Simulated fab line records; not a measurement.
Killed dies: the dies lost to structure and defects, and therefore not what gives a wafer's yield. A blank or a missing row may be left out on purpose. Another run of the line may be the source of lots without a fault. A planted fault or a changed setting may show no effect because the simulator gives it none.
Matching of chambers / flow nand harc / NHARC_P_M0_PRE_CLEAN_31 on pecvd-04: 3 sister chambers
The step time 12 s. 18 wafers are shown with their chamber, then 9 later ones without.

WAFERS WITH THEIR CHAMBER
wafer=L075.1; chamber=2; heater power w (W)=650
wafer=L075.4; chamber=2; heater power w (W)=646
wafer=L075.5; chamber=0; heater power w (W)=750
wafer=L076.1; chamber=2; heater power w (W)=639
wafer=L076.4; chamber=1; heater power w (W)=578
wafer=L076.5; chamber=2; heater power w (W)=619
wafer=L078.1; chamber=2; heater power w (W)=667
wafer=L078.2; chamber=1; heater power w (W)=606
wafer=L078.6; chamber=2; heater power w (W)=676
wafer=L080.1; chamber=0; heater power w (W)=881
wafer=L080.2; chamber=2; heater power w (W)=594
wafer=L080.6; chamber=2; heater power w (W)=609
wafer=L090.2; chamber=0; heater power w (W)=855
wafer=L090.4; chamber=1; heater power w (W)=555
wafer=L090.5; chamber=2; heater power w (W)=663
wafer=L094.1; chamber=2; heater power w (W)=580
wafer=L094.2; chamber=1; heater power w (W)=605
wafer=L094.3; chamber=0; heater power w (W)=804

SIGNATURES (means of the wafers above)
reading=heater power w; chamber 0=822.50; chamber 1=586.00; chamber 2=634.30; scatter within a chamber=37.7
Rule: distance of a wafer from a chamber = root of the sum over the readings of ((wafer's reading minus chamber's mean) / reading's scatter) squared. If the next closest chamber is less than 2 further off than the closest, the wafer can't be placed; otherwise it belongs to the closest. The scatter: take each reading less its chamber's mean, square it, sum over the shown wafers, divide by the number of wafers less the number of chambers, and take the root.

WAFERS WITHOUT THEIR CHAMBER
wafer=L095.1; heater power w (W)=625
wafer=L095.2; heater power w (W)=545
wafer=L095.6; heater power w (W)=548
wafer=L097.1; heater power w (W)=566
wafer=L097.3; heater power w (W)=629
wafer=L097.5; heater power w (W)=557
wafer=L097.2; heater power w (W)=703
wafer=L097.4; heater power w (W)=706
wafer=L097.6; heater power w (W)=598

EACH ONE'S CHAMBER
wafer=L095.1; from the rows above=can't be placed: 2 or 1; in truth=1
wafer=L095.2; from the rows above=can't be placed: 1 or 2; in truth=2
wafer=L095.6; from the rows above=can't be placed: 1 or 2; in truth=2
wafer=L097.1; from the rows above=can't be placed: 1 or 2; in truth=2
wafer=L097.3; from the rows above=can't be placed: 2 or 1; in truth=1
wafer=L097.5; from the rows above=can't be placed: 1 or 2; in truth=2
wafer=L097.2; from the rows above=can't be placed: 2 or 1 or 0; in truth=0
wafer=L097.4; from the rows above=can't be placed: 2 or 0 or 1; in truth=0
wafer=L097.6; from the rows above=can't be placed: 1 or 2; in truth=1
Placed correctly: 0 of 9. Can't be placed from these rows: 9 (the true chamber is among the candidates in 9). Placed wrongly: 0.
